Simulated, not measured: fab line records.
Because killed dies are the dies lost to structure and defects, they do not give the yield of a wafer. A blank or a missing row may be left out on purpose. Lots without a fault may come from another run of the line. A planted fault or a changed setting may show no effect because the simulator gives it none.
3 desks looking at one fault    flow nand_harc    every desk sees just its own numbers, and what lay behind them comes last

## AT THE METROLOGY DESK
Lot by lot, what the gauges showed, no matter which tool ran the lot: averages of those sampled wafers that carry a number. The brackets show how far a lot's mean lies from the usual mean; more than 4 standard deviations puts the lot out of limits, marked OUT.
Columns: A = cd_nm at NHARC_P_M1_CD_MEAS_09, usual 130.0 nm; B = overlay_x_nm at NHARC_P_M1_OVL_MEAS_10, usual 0.2 nm; C = overlay_y_nm at NHARC_P_M1_OVL_MEAS_10, usual -0.2 nm; D = cd_nm at NHARC_P_M1_CD_MEAS_16, usual 130.0 nm
lot   first seen here  A      B     C     D
L556  day 6 11:29      129.5  -0.3  0.1   129.4
L568  day 11 17:37     130.6  -0.8  0.2   130.5
L571  day 13 02:24     130.0  -1.3  -0.2  129.6
L575  day 14 16:29     130.3  -0.5  -0.4  129.8
L578  day 15 21:52     129.7  0.7   -0.7  129.5
This desk's verdict: no lot among the 5 shows anything out of limits.

## THE DEFECT DESK
What the inspections along the route counted, lot by lot: means of the sampled wafers that have a number. The brackets show how far a lot's mean lies from the usual mean; more than 4 standard deviations puts the lot out of limits, marked OUT.
Columns: A = raw_defect_count at NHARC_P_M1_INSPECT_11, usual 4.5
lot   first seen here  A
L556  day 6 11:36      3.7
L568  day 11 17:44     8.3
L571  day 13 02:31     3.3
L575  day 14 16:37     3.7
L578  day 15 22:00     4.0
This desk's verdict: no lot among the 5 shows anything out of limits.

## TOOL OWNER'S DESK, pvd_sputter-02
The tool's own readings at NHARC_P_M1_PVD_20 (deposits TaN, target thk 5 nm, time 8.06 s): means of the sampled wafers that have a number, for each lot that ran on this tool. The brackets show how far a lot's mean lies from the usual mean; more than 4 standard deviations puts the lot out of limits, marked OUT.
Columns: A = throttle_valve_pct at NHARC_P_M1_PVD_20, usual 30.1 %
lot   first seen here  A
L568  day 11 19:06     30.1
L575  day 14 17:49     31.0
This desk's verdict: no lot among the 2 shows anything out of limits.

## TAKEN TOGETHER
At the metrology desk, nothing out of limits was observed.
Nothing out of limits was seen by the defect desk.
The desk of the tool owner found nothing out of limits.

## WHAT THE SIMULATOR HAD PUT IN
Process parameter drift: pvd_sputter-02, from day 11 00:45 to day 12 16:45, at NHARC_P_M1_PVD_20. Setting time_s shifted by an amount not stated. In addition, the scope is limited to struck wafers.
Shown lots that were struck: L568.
